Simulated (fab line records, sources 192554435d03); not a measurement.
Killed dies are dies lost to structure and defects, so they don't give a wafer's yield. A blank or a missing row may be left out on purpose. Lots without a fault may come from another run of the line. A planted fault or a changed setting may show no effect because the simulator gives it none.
Split-lot experiment | flow n5_finfet | 7 lots, 21 wafers read, on a route of 1938 steps

THE SPLIT
At N5_BEOL_M0_ETCH_138 (etches SiCN in CH3F/O2, target depth 12 nm, time 31.6 s), the setting source_w was moved away from the recipe's 395 W on 5 of the 21 wafers read, by -15.8% to -8.5%. The other wafers ran this setting at the recipe's value.

The reading is taken at the split's own step.

THE READING
rf_vpp_V, in V, at N5_BEOL_M0_ETCH_138 (etches SiCN in CH3F/O2, target depth 12 nm, time 31.6 s). Fault-free wafers of this fab line usually give 297.4 V, standard deviation 1.5 V.

wafer  | tool, chamber at the split | source_w as run, W | against the recipe | rf_vpp_V, V | against lot-mates on the recipe
L075.1 | rie_diel-05, 2             | 395                | recipe             | 297.1       | -
L075.2 | rie_diel-05, 1             | 395                | recipe             | 298.3       | -
L075.6 | rie_diel-05, 2             | 395                | recipe             | 297.5       | -
L077.2 | rie_diel-05, 0             | 395                | recipe             | 296.3       | -
L077.5 | rie_diel-05, 0             | 395                | recipe             | 296.4       | -
L077.6 | rie_diel-05, 1             | 395                | recipe             | 298.6       | -
L081.1 | rie_diel-02, 2             | 361.4              | -8.5%              | 306.1       | +9.1
L081.3 | rie_diel-02, 1             | 361.4              | -8.5%              | 304.6       | +7.6
L081.6 | rie_diel-02, 2             | 395                | recipe             | 297.0       | -
L083.3 | rie_diel-01, 0             | 395                | recipe             | 294.8       | -
L083.4 | rie_diel-01, 2             | 344.7              | -12.7%             | 312.5       | +15.8
L083.5 | rie_diel-01, 2             | 395                | recipe             | 298.6       | -
L084.1 | rie_diel-05, 0             | 395                | recipe             | 296.7       | -
L084.5 | rie_diel-05, 2             | 395                | recipe             | 298.9       | -
L084.6 | rie_diel-05, 3             | 395                | recipe             | 298.9       | -
L095.1 | rie_diel-01, 2             | 395                | recipe             | 299.7       | -
L095.2 | rie_diel-01, 0             | 395                | recipe             | 301.0       | -
L095.3 | rie_diel-01, 1             | 395                | recipe             | 298.6       | -
L096.1 | rie_diel-02, 0             | 332.7              | -15.8%             | 315.6       | +20.4
L096.4 | rie_diel-02, 2             | 332.7              | -15.8%             | 315.4       | +20.2
L096.6 | rie_diel-02, 1             | 395                | recipe             | 295.2       | -

THE FIT
A straight line over all 21 wafers: rf_vpp_V changes by -1.1 V for each +1% of source_w; r = -0.97; the points scatter about the line by 1.6 V.
The same after taking each lot's own level away (the mean of its wafers on the recipe; 21 wafers): -1.23 V for each +1%; r = -0.99; scatter 1.2 V.
On that fit, the largest move of source_w shifts the reading by 19 V.
The lots' own levels span 295.20 to 299.77 V, that is 3.0 times the standard deviation above.
So the lot-to-lot level changes the slope: the two fits differ.
Check: with one of the wafers moved furthest among these (-15.8%) left out of the fit, the line predicts +18.8 V for it against its lot-mates. It came out at +20.4 V against them.
Tool readings at the split's step, against how far the setting was moved: rf_vpp_V r = -0.97.

OTHER SPLITS ON THESE WAFERS
These wafers also went through other splits before the reading. Each is held against what the fit with the lots' levels taken away leaves over:
other split on the same wafers           | wafers away from the commonest value | r with rf_vpp_V (lot level and that fit taken away)
N5_MOL_CONTACT_COAG_COAT_77 spin_rpm     | 11                                   | -0.22
N5_MOL_CONTACT_COAG_CVD_140 target_thk_a | 7                                    | +0.45
N5_BEOL_M0_SAQP_PECVD_96 time_s          | 4                                    | -0.34
N5_BEOL_M0_SAQP_EXPOSE_11 dose_mj        | 7                                    | +0.08
N5_BEOL_M0_SAQP_MANDREL_ETCH_20 bias_w   | 8                                    | +0.11

THE FILE'S OWN FIT
rf_vpp_V changes by -1.23 V for each +1% of source_w, r = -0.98.
